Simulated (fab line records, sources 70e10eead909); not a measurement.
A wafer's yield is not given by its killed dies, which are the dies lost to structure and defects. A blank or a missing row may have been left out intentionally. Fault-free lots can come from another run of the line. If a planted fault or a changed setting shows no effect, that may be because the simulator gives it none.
Matching of chambers / flow nandHarc / NHARC_A_STAIRCASE_ALD_415 on aldHk-01 has 4 sister chambers
The step deposits SiO2, target thk 30 nm, pulse time 6 s, ald cycles 300. 18 wafers are shown with their chamber, then 9 later ones without.

== WAFERS, EACH WITH ITS CHAMBER ==
wafer=L075.2; chamber=1; heaterPowerW (W)=489; precursorPulseHeightRel=0.993
wafer=L075.3; chamber=0; heaterPowerW (W)=458; precursorPulseHeightRel=1.010
wafer=L075.4; chamber=3; heaterPowerW (W)=495; precursorPulseHeightRel=1.010
wafer=L078.2; chamber=3; heaterPowerW (W)=496; precursorPulseHeightRel=1.031
wafer=L078.5; chamber=1; heaterPowerW (W)=495; precursorPulseHeightRel=0.986
wafer=L078.6; chamber=0; heaterPowerW (W)=447; precursorPulseHeightRel=0.974
wafer=L076.2; chamber=3; heaterPowerW (W)=494; precursorPulseHeightRel=1.030
wafer=L076.5; chamber=1; heaterPowerW (W)=485; precursorPulseHeightRel=1.016
wafer=L076.6; chamber=2; heaterPowerW (W)=477; precursorPulseHeightRel=0.960
wafer=L079.1; chamber=0; heaterPowerW (W)=442; precursorPulseHeightRel=0.979
wafer=L079.4; chamber=1; heaterPowerW (W)=499; precursorPulseHeightRel=0.977
wafer=L079.6; chamber=0; heaterPowerW (W)=442; precursorPulseHeightRel=0.972
wafer=L084.4; chamber=1; heaterPowerW (W)=504; precursorPulseHeightRel=1.003
wafer=L084.5; chamber=1; heaterPowerW (W)=490; precursorPulseHeightRel=0.971
wafer=L084.6; chamber=2; heaterPowerW (W)=484; precursorPulseHeightRel=0.967
wafer=L083.1; chamber=2; heaterPowerW (W)=468; precursorPulseHeightRel=1.026
wafer=L083.2; chamber=1; heaterPowerW (W)=499; precursorPulseHeightRel=0.988
wafer=L083.5; chamber=1; heaterPowerW (W)=494; precursorPulseHeightRel=1.030

SIGNATURES (means of the wafers above)
reading=heaterPowerW; chamber 0=447.25; chamber 1=494.38; chamber 2=476.33; chamber 3=495.00; scatter within a chamber=6.4
reading=precursorPulseHeightRel; chamber 0=0.98375; chamber 1=0.99550; chamber 2=0.98433; chamber 3=1.02367; scatter within a chamber=0.0217
Rule: a wafer's distance from a chamber is the root of the sum, over the readings, of the square of ((its reading less the chamber's mean) divided by the reading's scatter). If the next closest chamber is less than 2 further off than the closest, the wafer can't be placed; otherwise it belongs to the closest. The scatter is the square root of a quotient: the sum, over the shown wafers, of each reading's squared deviation from its chamber's mean, divided by wafers minus chambers.

== WAFERS WITHOUT THEIR CHAMBER ==
wafer=L086.1; heaterPowerW (W)=500; precursorPulseHeightRel=0.987
wafer=L086.2; heaterPowerW (W)=479; precursorPulseHeightRel=0.963
wafer=L086.6; heaterPowerW (W)=507; precursorPulseHeightRel=1.001
wafer=L091.1; heaterPowerW (W)=452; precursorPulseHeightRel=1.022
wafer=L091.2; heaterPowerW (W)=491; precursorPulseHeightRel=1.024
wafer=L091.3; heaterPowerW (W)=484; precursorPulseHeightRel=1.014
wafer=L094.2; heaterPowerW (W)=491; precursorPulseHeightRel=1.010
wafer=L094.4; heaterPowerW (W)=457; precursorPulseHeightRel=1.025
wafer=L094.5; heaterPowerW (W)=489; precursorPulseHeightRel=1.011

== WHICH CHAMBER EACH WENT THROUGH ==
wafer=L086.1; from the rows above=can't be placed: 1 or 3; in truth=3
wafer=L086.2; from the rows above=can't be placed: 2 or 1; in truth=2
wafer=L086.6; from the rows above=can't be placed: 1 or 3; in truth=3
wafer=L091.1; from the rows above=0; in truth=0
wafer=L091.2; from the rows above=can't be placed: 3 or 1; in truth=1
wafer=L091.3; from the rows above=can't be placed: 3 or 2 or 1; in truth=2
wafer=L094.2; from the rows above=can't be placed: 1 or 3 or 2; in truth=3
wafer=L094.4; from the rows above=can't be placed: 0 or 2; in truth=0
wafer=L094.5; from the rows above=can't be placed: 1 or 3 or 2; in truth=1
Placed correctly: 1 of 9. Not placeable from these rows: 8 (in 8, the candidates include the true chamber). 0 placed wrongly.
